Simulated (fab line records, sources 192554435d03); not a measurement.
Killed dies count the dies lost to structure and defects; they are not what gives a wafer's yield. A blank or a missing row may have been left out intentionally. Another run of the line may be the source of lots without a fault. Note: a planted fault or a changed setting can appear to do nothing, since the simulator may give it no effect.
fab line records	flow n5_finfet
record: lots: 24	wafers: 72	last_day: 17
route steps=1938 shown START@1 WELL_APT@29 FIN_CUT@174 STI_FIN_REVEAL@184 DUMMY_GATE@234
lots untouched by any fault: they come from a run of this same line in which no faults occurred
start_h: start of the lot's first displayed wafer, in hours after the record's first day	wait_h: how many hours have passed since the lot's step before this one	" the same as in the row above	L1.1+2: several wafers, shown together as one row	- no value, or no start was given	* or withheld: withheld	< > ~ a bound
route shown NAME@n: a module of which the file shows steps, and the number in the route of the first	usual: mean/standard deviation taken from wafers without a fault	same: alike in all rows	chamber/n: place in a boat	sites: per-site readings	_std_site: the values' standard deviation	_edge_site: inner sites' mean taken away from outer sites' mean	radius_mm: for every site, how far away it sits from the centre of the wafer	mask NAME#n: copy n	behind: the tool/chamber that last shaped the wafer	hold: the reason the lot was held/the length of the hold in hours/how it ended	device: transistor that didn't switch, given as n, p or np	end of line: tests of these same wafers at the route's end	step lacking rows: just its recipe	killed: dies that structure and defects cost at the first sort, which is not the same as the wafer's yield	map: a wafer's dies, marking killed ones x, the rest . and places with no die _
set.NAME: setting as actually run; set.NAME@STEP: the setting as run at that earlier step	model.NAME: the simulator's own value behind a step, which no gauge read
one table for each step of the route and one row for each wafer, over a sample of lots
services: from which hour (start_h, from the record's first day; less than 0 if before it) a tool's chamber was out of use, for how many hours, and why
== steps ==
step: N5_START_INSPECT_01
recipe: inspect_instrument: unpatterned_scan	mode: incoming
usual: raw_defect_count: 5.9/2.5
lot.wafer	tool	chamber	start_h	wait_h	raw_defect_count
L074.1	defect_inspect-02	-	12.03	-	8
L074.2	"	-	"	"	5
L074.4	"	-	"	"	6
L075.1	defect_inspect-02	-	18.03	-	7
L075.3	"	-	"	"	5
L075.4	"	-	"	"	2
L076.2	defect_inspect-01	-	24.03	-	8
L076.3	"	-	"	"	11
L076.5	"	-	"	"	5
L077.2	defect_inspect-01	-	30.03	-	9
L077.5	"	-	"	"	5
L077.6	"	-	"	"	13
L078.1	defect_inspect-01	-	36.03	-	9
L078.5	"	-	"	"	5
L078.6	"	-	"	"	5
L079.1	defect_inspect-01	-	42.03	-	5
L079.3	"	-	"	"	5
L079.4	"	-	"	"	14
L080.3	defect_inspect-01	-	48.03	-	3
L080.4	"	-	"	"	8
L080.5	"	-	"	"	11
L081.1	defect_inspect-01	-	54.03	-	5
L081.5	"	-	"	"	6
L081.6	"	-	"	"	5
L082.3	defect_inspect-01	-	60.03	-	5
L082.4	"	-	"	"	5
L082.6	"	-	"	"	7
L083.2	defect_inspect-01	-	66.03	-	12
L083.4	"	-	"	"	2
L083.5	"	-	"	"	6
L084.2	defect_inspect-02	-	72.03	-	4
L084.5	"	-	"	"	3
L084.6	"	-	"	"	7
L085.2	defect_inspect-02	-	78.03	-	3
L085.3	"	-	"	"	6
L085.4	"	-	"	"	2
L086.1	defect_inspect-01	-	84.03	-	4
L086.3	"	-	"	"	8
L086.4	"	-	"	"	4
L087.4	defect_inspect-01	-	90.04	-	6
L087.5	"	-	"	"	4
L087.6	"	-	"	"	2
L088.3	defect_inspect-02	-	96.03	-	6
L088.5	"	-	"	"	7
L088.6	"	-	"	"	6
L089.1	defect_inspect-02	-	102.03	-	6
L089.3	"	-	"	"	10
L089.4	"	-	"	"	9
L090.1	defect_inspect-02	-	108.03	-	5
L090.4	"	-	"	"	5
L090.6	"	-	"	"	7
L091.2	defect_inspect-01	-	114.03	-	3
L091.3	"	-	"	"	8
L091.5	"	-	"	"	5
L092.4	defect_inspect-02	-	120.04	-	2
L092.5	"	-	"	"	8
L092.6	"	-	"	"	5
L093.3	defect_inspect-01	-	126.03	-	9
L093.4	"	-	"	"	5
L093.5	"	-	"	"	3
L094.1	defect_inspect-01	-	132.03	-	5
L094.4	"	-	"	"	7
L094.6	"	-	"	"	3
L095.1	defect_inspect-02	-	138.03	-	7
L095.3	"	-	"	"	8
L095.4	"	-	"	"	10
L096.1	defect_inspect-01	-	144.03	-	6
L096.3	"	-	"	"	4
L096.5	"	-	"	"	10
L097.3	defect_inspect-01	-	150.03	-	5
L097.4	"	-	"	"	10
L097.6	"	-	"	"	3
step: N5_WELL_APT_OVL_MEAS_09
recipe: points_per_wafer: 44
usual: NWELL_OVL: -1/5.3
lot.wafer	tool	chamber	start_h	wait_h	NWELL_OVL[nm]
L074.1	overlay-01	0	13.88	0.0	-5
L074.2	"	0	"	"	-3
L074.4	"	0	"	"	-3
L075.1	overlay-01	0	19.88	0.0	1
L075.3	"	0	"	"	7
L075.4	"	0	"	"	1
L076.2	overlay-02	0	25.59	0.0	-11
L076.3	"	0	"	"	-8
L076.5	"	0	"	"	-4
L077.2	overlay-01	0	31.59	0.0	-5
L077.5	"	0	"	"	-5
L077.6	"	0	"	"	5
L078.1	overlay-02	0	38.13	0.0	4
L078.5	"	0	"	"	-11
L078.6	"	0	"	"	2
L079.1	overlay-02	0	43.59	0.0	8
L079.3	"	0	"	"	-4
L079.4	"	0	"	"	-6
L080.3	overlay-01	0	51.21	0.0	-2
L080.4	"	0	"	"	-6
L080.5	"	0	"	"	-6
L081.1	overlay-01	0	55.90	0.0	0
L081.5	"	0	"	"	9
L081.6	"	0	"	"	4
L082.3	overlay-01	0	61.90	0.0	-1
L082.4	"	0	"	"	6
L082.6	"	0	"	"	0
L083.2	overlay-02	0	67.73	0.0	5
L083.4	"	0	"	"	6
L083.5	"	0	"	"	9
L084.2	overlay-01	0	73.59	0.0	-1
L084.5	"	0	"	"	-3
L084.6	"	0	"	"	0
L085.2	overlay-01	0	79.86	0.0	-2
L085.3	"	0	"	"	-5
L085.4	"	0	"	"	1
L086.1	overlay-01	0	85.59	0.0	-4
L086.3	"	0	"	"	-13
L086.4	"	0	"	"	-8
L087.4	overlay-02	0	91.71	0.0	1
L087.5	"	0	"	"	1
L087.6	"	0	"	"	9
L088.3	overlay-02	0	98.48	0.0	-5
L088.5	"	0	"	"	-10
L088.6	"	0	"	"	-12
L089.1	overlay-01	0	103.72	0.0	3
L089.3	"	0	"	"	1
L089.4	"	0	"	"	1
L090.1	overlay-02	0	109.71	0.0	-5
L090.4	"	0	"	"	-1
L090.6	"	0	"	"	0
L091.2	overlay-02	0	115.86	0.0	3
L091.3	"	0	"	"	0
L091.5	"	0	"	"	-2
L092.4	overlay-02	0	121.71	0.0	-2
L092.5	"	0	"	"	-7
L092.6	"	0	"	"	-8
L093.3	overlay-01	0	127.94	0.0	-5
L093.4	"	0	"	"	3
L093.5	"	0	"	"	8
L094.1	overlay-02	0	134.41	0.0	-2
L094.4	"	0	"	"	-3
L094.6	"	0	"	"	-3
L095.1	overlay-01	0	139.94	0.0	-2
L095.3	"	0	"	"	-4
L095.4	"	0	"	"	-6
L096.1	overlay-02	0	145.59	0.0	-1
L096.3	"	0	"	"	3
L096.5	"	0	"	"	1
L097.3	overlay-02	0	152.37	0.0	4
L097.4	"	0	"	"	5
L097.6	"	0	"	"	0
step: N5_FIN_CUT_CUT_ETCH_27
recipe: chemistry: CHF3/O2	target: SiO2	target_depth_a: 40	mask_material: SOC	overetch_a: 20	time_s: 4.9	pressure_mtorr: 30	source_w: 650	bias_w: 170	Ar_flow_sccm: 200	CHF3_flow_sccm: 50	O2_flow_sccm: 5	ion_energy_ev: 200
usual: drypump_motor_current_A: 5.6/0.5	oes_o_777_au: 0.78/0.065	oes_product_au: 0.62/0.053	rf_vpp_V: 522/9	showerhead_plenum_p_Torr: 2.44/0.11	throttle_valve_pct: 18.93/0.19
lot.wafer	tool	chamber	start_h	wait_h	drypump_motor_current_A	oes_o_777_au	oes_product_au	rf_hours_counter_h	rf_vpp_V	showerhead_plenum_p_Torr	throttle_valve_pct
L074.1	rie_diel-01	0	30.01	0.0	6.2	0.75	0.60	144	521	2.50	18.84
L074.2	"	2	"	"	4.8	0.68	0.55	237	508	2.28	19.15
L074.4	"	3	"	"	5.2	0.79	0.63	114	515	2.44	19.07
L075.1	rie_diel-01	1	35.42	0.0	5.8	0.94	0.75	4	529	2.55	18.86
L075.3	"	0	"	"	6.2	0.75	0.59	146	522	2.50	18.86
L075.4	"	3	"	"	5.2	0.79	0.62	116	517	2.44	19.10
L076.2	rie_diel-02	1	39.34	0.0	4.9	0.74	0.60	160	526	2.32	18.51
L076.3	"	2	"	"	6.1	0.82	0.65	70	522	2.25	19.09
L076.5	"	2	"	"	6.1	0.82	0.65	-	522	2.25	19.09
L077.2	rie_diel-03	2	46.23	0.0	6.4	0.75	0.62	116	540	2.52	18.60
L077.5	"	3	"	"	5.8	0.82	0.65	-	536	2.53	18.81
L077.6	"	2	"	"	6.4	0.76	0.62	-	541	2.52	18.62
L078.1	rie_diel-03	1	52.02	0.0	5.2	0.77	0.60	117	506	2.43	19.03
L078.5	"	0	"	"	5.3	0.77	0.60	-	508	2.42	19.06
L078.6	"	3	"	"	5.9	0.80	0.64	-	537	2.53	18.80
L079.1	rie_diel-03	0	58.34	0.0	5.3	0.77	0.60	141	509	2.42	19.08
L079.3	"	3	"	"	5.8	0.80	0.65	71	539	2.53	18.81
L079.4	"	2	"	"	6.4	0.75	0.61	121	540	2.52	18.62
L080.3	rie_diel-03	3	64.84	0.0	5.8	0.79	0.64	73	538	2.53	18.81
L080.4	"	2	"	"	6.5	0.75	0.62	-	539	2.52	18.63
L080.5	"	3	"	"	5.8	0.80	0.64	-	536	2.53	18.81
L081.1	rie_diel-01	0	70.74	0.0	6.1	0.74	0.60	152	522	2.50	18.85
L081.5	"	1	"	"	5.8	0.92	0.73	-	529	2.55	18.88
L081.6	"	0	"	"	6.2	0.75	0.59	-	522	2.50	18.86
L082.3	rie_diel-01	0	75.47	0.0	6.2	0.74	0.59	154	522	2.50	18.85
L082.4	"	2	"	"	4.8	0.69	0.55	-	509	2.28	19.15
L082.6	"	0	"	"	6.2	0.74	0.59	-	523	2.50	18.85
L083.2	rie_diel-01	2	82.52	0.0	4.8	0.68	0.54	247	510	2.28	19.13
L083.4	"	3	"	"	5.2	0.78	0.62	125	515	2.43	19.10
L083.5	"	0	"	"	6.2	0.74	0.59	-	521	2.50	18.88
L084.2	rie_diel-02	3	88.31	0.0	5.6	0.88	0.72	25	526	2.57	18.82
L084.5	"	1	"	"	4.9	0.73	0.59	-	525	2.32	18.54
L084.6	"	0	"	"	5.3	0.75	0.60	-	524	2.43	19.10
L085.2	rie_diel-01	2	94.48	0.0	4.8	0.68	0.55	250	509	2.28	19.16
L085.3	"	0	"	"	6.2	0.73	0.58	159	521	2.50	18.87
L085.4	"	1	"	"	5.8	0.91	0.72	13	530	2.55	18.90
L086.1	rie_diel-01	0	101.43	0.0	6.2	0.73	0.58	162	523	2.50	18.88
L086.3	"	1	"	"	5.8	0.89	0.72	16	529	2.54	18.89
L086.4	"	0	"	"	6.1	0.73	0.58	-	521	2.50	18.86
L087.4	rie_diel-02	0	107.31	0.0	5.3	0.74	0.60	-	522	2.43	19.11
L087.5	"	1	"	"	4.9	0.73	0.58	-	525	2.32	18.55
L087.6	"	3	"	"	5.6	0.87	0.71	-	524	2.57	18.81
L088.3	rie_diel-02	2	114.12	0.0	6.1	0.80	0.63	92	522	2.25	19.11
L088.5	"	2	"	"	6.1	0.80	0.63	-	521	2.25	19.14
L088.6	"	1	"	"	4.9	0.73	0.58	-	524	2.31	18.57
L089.1	rie_diel-03	1	117.73	0.0	5.2	0.76	0.58	137	505	2.42	19.08
L089.3	"	2	"	"	6.4	0.73	0.60	140	538	2.51	18.65
L089.4	"	0	"	"	5.3	0.75	0.60	160	509	2.41	19.13
L090.1	rie_diel-02	3	124.84	0.0	5.6	0.86	0.70	38	524	2.57	18.83
L090.4	"	0	"	"	5.3	0.74	0.59	153	523	2.42	19.12
L090.6	"	3	"	"	5.6	0.87	0.71	-	525	2.57	18.82
L091.2	rie_diel-02	0	129.30	0.0	5.3	0.74	0.59	154	523	2.42	19.12
L091.3	"	3	"	"	5.6	0.86	0.70	39	523	2.57	18.82
L091.5	"	2	"	"	6.1	0.79	0.64	-	521	2.24	19.13
L092.4	rie_diel-02	1	136.50	0.0	4.9	0.73	0.58	191	524	2.31	18.58
L092.5	"	1	"	"	4.9	0.72	0.57	-	524	2.31	18.58
L092.6	"	2	"	"	6.0	0.79	0.62	-	521	2.24	19.15
L093.3	rie_diel-03	2	142.44	0.0	6.4	0.73	0.59	148	540	2.51	18.67
L093.4	"	0	"	"	5.3	0.75	0.59	168	509	2.41	19.13
L093.5	"	2	"	"	6.4	0.73	0.59	-	538	2.51	18.68
L094.1	rie_diel-01	2	148.77	0.0	4.8	0.95	0.75	8	516	2.56	18.75
L094.4	"	0	"	"	6.2	0.72	0.58	179	521	2.49	18.92
L094.6	"	2	"	"	4.8	0.94	0.75	-	519	2.56	18.73
L095.1	rie_diel-01	1	153.97	0.0	5.8	0.86	0.69	35	529	2.54	18.93
L095.3	"	0	"	"	6.2	0.72	0.58	181	520	2.49	18.91
L095.4	"	3	"	"	5.2	0.77	0.60	150	516	2.43	19.14
L096.1	rie_diel-02	0	159.54	0.0	5.3	0.74	0.59	163	523	2.42	19.13
L096.3	"	2	"	"	6.1	0.78	0.62	106	522	2.24	19.16
L096.5	"	0	"	"	5.3	0.74	0.59	-	524	2.42	19.13
L097.3	rie_diel-02	0	166.00	0.0	5.3	0.73	0.58	165	523	2.42	19.14
L097.4	"	3	"	"	5.6	0.85	0.69	50	522	2.56	18.85
L097.6	"	3	"	"	5.6	0.84	0.69	-	523	2.56	18.85
step: N5_STI_FIN_REVEAL_ALD_14
recipe: material: Si3N4	target_thk_a: 30	temp_c: 400	ald_precursor_family: SiH2I2	ald_co_reactant: N2/H2-plasma	pressure_torr: 2
usual: heater_power_w: 821/82
lot.wafer	tool	chamber	start_h	wait_h	heater_power_w
L074.1	ald_sin-01	0	30.52	0.0	746
L074.2	"	2	"	"	717
L074.4	"	1	"	"	846
L075.1	ald_sin-03	3	37.11	0.0	744
L075.3	"	0	"	"	808
L075.4	"	2	"	"	951
L076.2	ald_sin-01	0	39.86	0.0	737
L076.3	"	1	"	"	841
L076.5	"	2	"	"	704
L077.2	ald_sin-04	2	48.30	0.0	892
L077.5	"	3	"	"	844
L077.6	"	2	"	"	869
L078.1	ald_sin-01	1	52.68	0.0	821
L078.5	"	0	"	"	746
L078.6	"	1	"	"	855
L079.1	ald_sin-04	2	58.96	0.0	895
L079.3	"	1	"	"	852
L079.4	"	3	"	"	822
L080.3	ald_sin-01	1	65.40	0.0	850
L080.4	"	0	"	"	732
L080.5	"	2	"	"	731
L081.1	ald_sin-01	1	71.38	0.0	861
L081.5	"	3	"	"	758
L081.6	"	0	"	"	744
L082.3	ald_sin-01	3	75.98	0.0	772
L082.4	"	2	"	"	716
L082.6	"	0	"	"	755
L083.2	ald_sin-01	3	83.04	0.0	757
L083.4	"	0	"	"	734
L083.5	"	3	"	"	748
L084.2	ald_sin-03	0	90.36	0.0	836
L084.5	"	3	"	"	749
L084.6	"	2	"	"	975
L085.2	ald_sin-04	1	96.11	0.0	878
L085.3	"	0	"	"	966
L085.4	"	2	"	"	859
L086.1	ald_sin-03	1	103.69	0.0	924
L086.3	"	3	"	"	740
L086.4	"	0	"	"	833
L087.4	ald_sin-03	0	107.81	0.0	838
L087.5	"	0	"	"	815
L087.6	"	3	"	"	734
L088.3	ald_sin-04	2	114.64	0.0	865
L088.5	"	0	"	"	983
L088.6	"	3	"	"	839
L089.1	ald_sin-01	3	118.48	0.0	758
L089.3	"	1	"	"	851
L089.4	"	0	"	"	723
L090.1	ald_sin-03	0	125.90	0.0	830
L090.4	"	3	"	"	735
L090.6	"	2	"	"	955
L091.2	ald_sin-03	0	129.83	0.0	822
L091.3	"	1	"	"	894
L091.5	"	3	"	"	744
L092.4	ald_sin-03	1	137.52	0.0	935
L092.5	"	3	"	"	753
L092.6	"	0	"	"	813
L093.3	ald_sin-01	2	143.09	0.0	738
L093.4	"	1	"	"	863
L093.5	"	0	"	"	752
L094.1	ald_sin-04	3	149.36	0.0	861
L094.4	"	0	"	"	976
L094.6	"	1	"	"	874
L095.1	ald_sin-04	3	154.75	0.0	828
L095.3	"	2	"	"	914
L095.4	"	0	"	"	984
L096.1	ald_sin-01	0	162.36	0.0	762
L096.3	"	2	"	"	742
L096.5	"	2	"	"	736
L097.3	ald_sin-01	0	167.10	0.0	748
L097.4	"	2	"	"	730
L097.6	"	3	"	"	769
step: N5_DUMMY_GATE_DESCUM_20
recipe: chemistry: O2	time_s: 6.2	source_power_w: 50	bias_power_w: 20	pressure_mtorr: 20	rf_frequency_hz: 2.712e+07	temp_c: 40	resist: CAR-EUV	o2_flow_sccm: 225
usual: drypump_motor_current_A: 5.5/0.49	oes_product_au: 0.79/0.071	rf_vpp_V: 243.5/1.5	showerhead_plenum_p_Torr: 2.11/0.089	throttle_valve_pct: 20.48/0.22
lot.wafer	tool	chamber	start_h	wait_h	drypump_motor_current_A	oes_product_au	rf_hours_counter_h	rf_vpp_V	showerhead_plenum_p_Torr	throttle_valve_pct
L074.1	rie_diel-02	0	48.59	0.8	5.3	0.77	127	241.2	2.09	20.50
L074.2	"	2	"	"	6.0	0.84	72	240.0	1.95	20.73
L074.4	"	3	"	"	5.6	0.93	11	245.4	2.21	20.19
L075.1	rie_diel-02	0	55.76	0.0	5.3	0.77	130	244.4	2.09	20.53
L075.3	"	3	"	"	5.6	0.93	15	246.2	2.21	20.19
L075.4	"	1	"	"	4.9	0.73	166	242.4	2.00	20.02
L076.2	rie_diel-02	1	61.99	0.2	4.9	0.72	168	241.6	2.00	20.02
L076.3	"	0	"	"	5.3	0.77	133	243.2	2.09	20.52
L076.5	"	1	"	"	4.9	0.72	-	242.7	2.00	20.04
L077.2	rie_diel-03	0	66.36	0.0	5.3	0.76	144	244.0	2.09	20.60
L077.5	"	2	"	"	6.4	0.77	-	244.9	2.18	20.14
L077.6	"	1	"	"	5.3	0.77	-	242.0	2.11	20.67
L078.1	rie_diel-03	2	70.49	0.0	6.4	0.78	125	243.9	2.18	20.12
L078.5	"	3	"	"	5.8	0.81	-	244.4	2.20	20.44
L078.6	"	2	"	"	6.4	0.78	-	245.8	2.18	20.13
L079.1	rie_diel-03	3	76.19	0.0	5.9	0.81	76	244.3	2.20	20.45
L079.3	"	2	"	"	6.4	0.77	126	243.6	2.18	20.13
L079.4	"	1	"	"	5.2	0.77	123	242.9	2.10	20.65
L080.3	rie_diel-01	1	83.38	0.1	5.8	0.93	11	244.7	2.24	20.61
L080.4	"	2	"	"	4.8	0.67	248	241.7	1.97	20.69
L080.5	"	2	"	"	4.8	0.67	-	241.2	1.96	20.69
L081.1	rie_diel-01	2	88.99	0.0	4.8	0.68	249	242.0	1.96	20.69
L081.5	"	3	"	"	5.2	0.79	-	242.7	2.09	20.57
L081.6	"	0	"	"	6.2	0.73	-	243.1	2.18	20.51
L082.3	rie_diel-01	0	93.34	0.0	6.1	0.73	158	244.0	2.18	20.51
L082.4	"	2	"	"	4.8	0.67	249	241.9	1.96	20.69
L082.6	"	1	"	"	5.8	0.92	-	245.4	2.24	20.62
L083.2	rie_diel-02	0	101.43	0.1	5.3	0.75	144	244.6	2.08	20.54
L083.4	"	0	"	"	5.3	0.76	-	244.6	2.08	20.52
L083.5	"	1	"	"	4.9	0.72	-	241.6	1.99	20.03
L084.2	rie_diel-02	1	109.32	0.2	4.9	0.71	182	242.2	1.99	20.05
L084.5	"	3	"	"	5.6	0.88	-	244.9	2.21	20.22
L084.6	"	0	"	"	5.3	0.76	-	241.9	2.08	20.55
L085.2	rie_diel-02	0	114.17	0.0	5.3	0.75	151	242.6	2.08	20.55
L085.3	"	3	"	"	5.6	0.89	35	245.0	2.20	20.23
L085.4	"	1	"	"	4.9	0.71	184	242.0	1.99	20.06
L086.1	rie_diel-03	2	124.68	0.0	6.4	0.75	142	246.4	2.17	20.16
L086.3	"	3	"	"	5.8	0.79	91	245.1	2.20	20.46
L086.4	"	0	"	"	5.3	0.74	161	243.9	2.09	20.63
L087.4	rie_diel-03	1	125.97	0.1	5.2	0.75	138	243.7	2.10	20.69
L087.5	"	1	"	"	5.2	0.75	-	241.7	2.10	20.69
L087.6	"	0	"	"	5.3	0.74	-	242.4	2.09	20.65
L088.3	rie_diel-01	3	132.70	0.1	5.2	0.78	143	242.1	2.09	20.61
L088.5	"	0	"	"	6.1	0.72	-	245.4	2.18	20.54
L088.6	"	1	"	"	5.9	0.89	-	244.5	2.23	20.65
L089.1	rie_diel-03	0	135.98	0.0	5.3	0.75	165	243.1	2.09	20.64
L089.3	"	2	"	"	6.5	0.75	146	244.0	2.17	20.15
L089.4	"	1	"	"	5.2	0.76	142	242.7	2.10	20.70
L090.1	rie_diel-03	3	143.28	0.0	5.8	0.79	98	244.4	2.19	20.47
L090.4	"	2	"	"	6.4	0.75	148	243.4	2.17	20.17
L090.6	"	0	"	"	5.3	0.74	-	244.5	2.08	20.64
L091.2	rie_diel-01	2	147.07	0.0	4.8	0.98	8	245.3	2.22	20.28
L091.3	"	3	"	"	5.2	0.77	147	243.4	2.09	20.60
L091.5	"	3	"	"	5.2	0.78	-	243.0	2.09	20.62
L092.4	rie_diel-02	1	155.06	0.2	4.9	0.71	197	240.7	1.99	20.08
L092.5	"	2	"	"	6.0	0.80	-	240.6	1.94	20.77
L092.6	"	3	"	"	5.6	0.86	-	244.9	2.20	20.25
L093.3	rie_diel-03	0	160.84	0.0	5.3	0.74	173	242.1	2.08	20.65
L093.4	"	0	"	"	5.3	0.75	-	243.5	2.08	20.64
L093.5	"	1	"	"	5.2	0.75	-	242.7	2.10	20.70
L094.1	rie_diel-01	1	166.71	0.0	5.8	0.87	40	246.0	2.23	20.67
L094.4	"	0	"	"	6.1	0.71	184	244.9	2.17	20.55
L094.6	"	1	"	"	5.8	0.87	-	245.1	2.23	20.66
L095.1	rie_diel-02	2	172.12	0.0	6.0	0.79	109	240.9	1.94	20.79
L095.3	"	0	"	"	5.3	0.75	166	242.6	2.07	20.56
L095.4	"	3	"	"	5.6	0.85	51	245.3	2.20	20.25
L096.1	rie_diel-03	0	179.80	0.0	5.3	0.73	179	242.2	2.08	20.67
L096.3	"	1	"	"	5.2	0.75	153	243.7	2.09	20.72
L096.5	"	0	"	"	5.3	0.74	-	242.1	2.08	20.65
L097.3	rie_diel-01	3	184.88	0.0	5.2	0.77	157	242.6	2.08	20.62
L097.4	"	0	"	"	6.2	0.71	-	244.4	2.17	20.55
L097.6	"	2	"	"	4.8	0.93	-	245.5	2.22	20.31
step: N5_DUMMY_GATE_ETCH_37
recipe: chemistry: N2/H2	target: SOC	target_depth_a: 600	overetch_a: 300	temp_c: 40	ion_energy_ev: 200	pressure_mtorr: 30	source_w: 840	bias_w: 150	n2_flow_sccm: 200	h2_flow_sccm: 200
usual: drypump_motor_current_A: 5.5/0.49	oes_product_au: 0.62/0.053	rf_vpp_V: 525/3.2	showerhead_plenum_p_Torr: 2.57/0.11	throttle_valve_pct: 17.88/0.22
lot.wafer	tool	chamber	start_h	wait_h	drypump_motor_current_A	oes_product_au	rf_hours_counter_h	rf_vpp_V	showerhead_plenum_p_Torr	throttle_valve_pct
L074.1	rie_diel-02	0	48.74	0.0	5.3	0.61	127	524	2.57	18.16
L074.2	"	2	"	"	6.1	0.65	73	519	2.35	17.97
L074.4	"	3	"	"	5.6	0.74	11	528	2.69	17.55
L075.1	rie_diel-02	0	55.90	0.0	5.3	0.60	130	525	2.57	18.15
L075.3	"	3	"	"	5.7	0.74	15	528	2.69	17.56
L075.4	"	1	"	"	4.9	0.59	166	521	2.42	17.42
L076.2	rie_diel-02	1	62.14	0.0	4.9	0.58	168	520	2.42	17.42
L076.3	"	0	"	"	5.3	0.61	133	526	2.57	18.15
L076.5	"	1	"	"	4.9	0.58	-	520	2.42	17.43
L077.2	rie_diel-03	0	66.50	0.0	5.3	0.61	144	523	2.53	17.91
L077.5	"	2	"	"	6.4	0.61	-	526	2.67	17.66
L077.6	"	1	"	"	5.2	0.61	-	524	2.55	18.01
L078.1	rie_diel-03	2	70.63	0.0	6.5	0.62	125	527	2.67	17.66
L078.5	"	3	"	"	5.9	0.64	-	527	2.69	17.87
L078.6	"	2	"	"	6.4	0.62	-	526	2.67	17.66
L079.1	rie_diel-03	3	76.33	0.0	5.8	0.64	76	527	2.69	17.85
L079.3	"	2	"	"	6.4	0.61	126	527	2.67	17.65
L079.4	"	1	"	"	5.2	0.60	123	523	2.55	18.03
L080.3	rie_diel-01	1	83.52	0.0	5.8	0.73	11	529	2.72	18.04
L080.4	"	2	"	"	4.8	0.54	248	519	2.40	18.13
L080.5	"	2	"	"	4.8	0.54	-	519	2.40	18.15
L081.1	rie_diel-01	2	89.13	0.0	4.8	0.54	249	520	2.40	18.13
L081.5	"	3	"	"	5.2	0.62	-	525	2.55	17.98
L081.6	"	0	"	"	6.1	0.59	-	526	2.66	17.96
L082.3	rie_diel-01	0	93.48	0.0	6.2	0.58	158	527	2.66	17.98
L082.4	"	2	"	"	4.8	0.54	249	520	2.40	18.14
L082.6	"	1	"	"	5.8	0.72	-	528	2.72	18.03
L083.2	rie_diel-02	0	101.57	0.0	5.3	0.60	144	524	2.56	18.17
L083.4	"	0	"	"	5.3	0.60	-	524	2.56	18.17
L083.5	"	1	"	"	4.9	0.58	-	521	2.42	17.42
L084.2	rie_diel-02	1	109.47	0.0	4.9	0.58	182	520	2.42	17.43
L084.5	"	3	"	"	5.6	0.70	-	529	2.68	17.57
L084.6	"	0	"	"	5.3	0.60	-	523	2.56	18.16
L085.2	rie_diel-02	0	114.31	0.0	5.3	0.60	151	523	2.56	18.19
L085.3	"	3	"	"	5.6	0.71	35	528	2.68	17.59
L085.4	"	1	"	"	4.9	0.58	184	521	2.41	17.44
L086.1	rie_diel-03	2	124.82	0.0	6.5	0.60	142	527	2.66	17.68
L086.3	"	3	"	"	5.8	0.63	91	529	2.68	17.89
L086.4	"	0	"	"	5.3	0.59	161	525	2.53	17.97
L087.4	rie_diel-03	1	126.12	0.0	5.2	0.59	138	524	2.54	18.05
L087.5	"	1	"	"	5.2	0.60	-	525	2.54	18.05
L087.6	"	0	"	"	5.3	0.60	-	524	2.53	17.96
L088.3	rie_diel-01	3	132.84	0.0	5.2	0.60	143	525	2.54	17.99
L088.5	"	0	"	"	6.2	0.57	-	527	2.65	18.00
L088.6	"	1	"	"	5.8	0.69	-	528	2.72	18.07
L089.1	rie_diel-03	0	136.12	0.0	5.3	0.60	165	524	2.53	17.96
L089.3	"	2	"	"	6.5	0.60	146	527	2.66	17.68
L089.4	"	1	"	"	5.2	0.59	142	523	2.54	18.05
L090.1	rie_diel-03	3	143.42	0.0	5.9	0.62	98	528	2.68	17.88
L090.4	"	2	"	"	6.5	0.59	148	527	2.66	17.70
L090.6	"	0	"	"	5.3	0.59	-	525	2.52	17.97
L091.2	rie_diel-01	2	147.21	0.0	4.8	0.75	8	528	2.71	17.69
L091.3	"	3	"	"	5.2	0.60	147	525	2.54	18.01
L091.5	"	3	"	"	5.2	0.61	-	525	2.54	18.02
L092.4	rie_diel-02	1	155.21	0.0	4.9	0.57	197	520	2.41	17.46
L092.5	"	2	"	"	6.1	0.62	-	518	2.34	18.01
L092.6	"	3	"	"	5.6	0.69	-	528	2.68	17.60
L093.3	rie_diel-03	0	160.99	0.0	5.3	0.59	173	523	2.52	17.98
L093.4	"	0	"	"	5.3	0.58	-	524	2.52	17.98
L093.5	"	1	"	"	5.3	0.58	-	524	2.53	18.06
L094.1	rie_diel-01	1	166.85	0.0	5.8	0.69	40	527	2.71	18.09
L094.4	"	0	"	"	6.2	0.57	184	526	2.65	18.02
L094.6	"	1	"	"	5.8	0.68	-	527	2.71	18.08
L095.1	rie_diel-02	2	172.26	0.0	6.1	0.62	109	518	2.34	18.04
L095.3	"	0	"	"	5.3	0.58	166	523	2.55	18.23
L095.4	"	3	"	"	5.6	0.68	51	529	2.68	17.62
L096.1	rie_diel-03	0	179.94	0.0	5.3	0.58	179	523	2.52	17.99
L096.3	"	1	"	"	5.2	0.58	153	523	2.53	18.08
L096.5	"	0	"	"	5.3	0.58	-	524	2.52	17.99
L097.3	rie_diel-01	3	185.03	0.0	5.2	0.60	157	522	2.54	18.02
L097.4	"	0	"	"	6.2	0.57	-	526	2.64	18.03
L097.6	"	2	"	"	4.8	0.72	-	528	2.71	17.71
== services ==
tool	chamber	start_h	hours	kind
rie_diel-01	2	8.31	5.4	repair
rie_diel-01	0	11.28	6.2	repair
rie_diel-01	2	20.49	6.4	repair
rie_diel-01	0	25.17	3.3	repair
ald_sin-04	-	34.56	6.1	pm
ald_sin-04	0	44.63	1.3	repair
ald_sin-01	1	44.99	4.0	repair
rie_diel-01	-	46.39	15.6	pm
ald_sin-04	-	55.42	0.8	repair
rie_diel-03	-	55.82	1.1	repair
rie_diel-03	1	58.99	5.7	repair
ald_sin-03	0	59.40	2.7	repair
rie_diel-02	1	66.08	13.3	repair
rie_diel-01	1	70.81	8.1	repair
ald_sin-01	1	73.24	10.1	repair
rie_diel-02	2	100.33	12.5	repair
rie_diel-01	-	127.88	1.2	repair
rie_diel-03	-	138.91	0.2	repair
ald_sin-04	1	141.33	2.9	repair
rie_diel-03	2	153.41	8.3	repair
ald_sin-03	-	154.15	14.6	pm
ald_sin-01	3	161.83	3.1	repair
rie_diel-03	1	168.76	2.7	repair
rie_diel-01	1	178.44	15.9	repair
== key ==
fault none
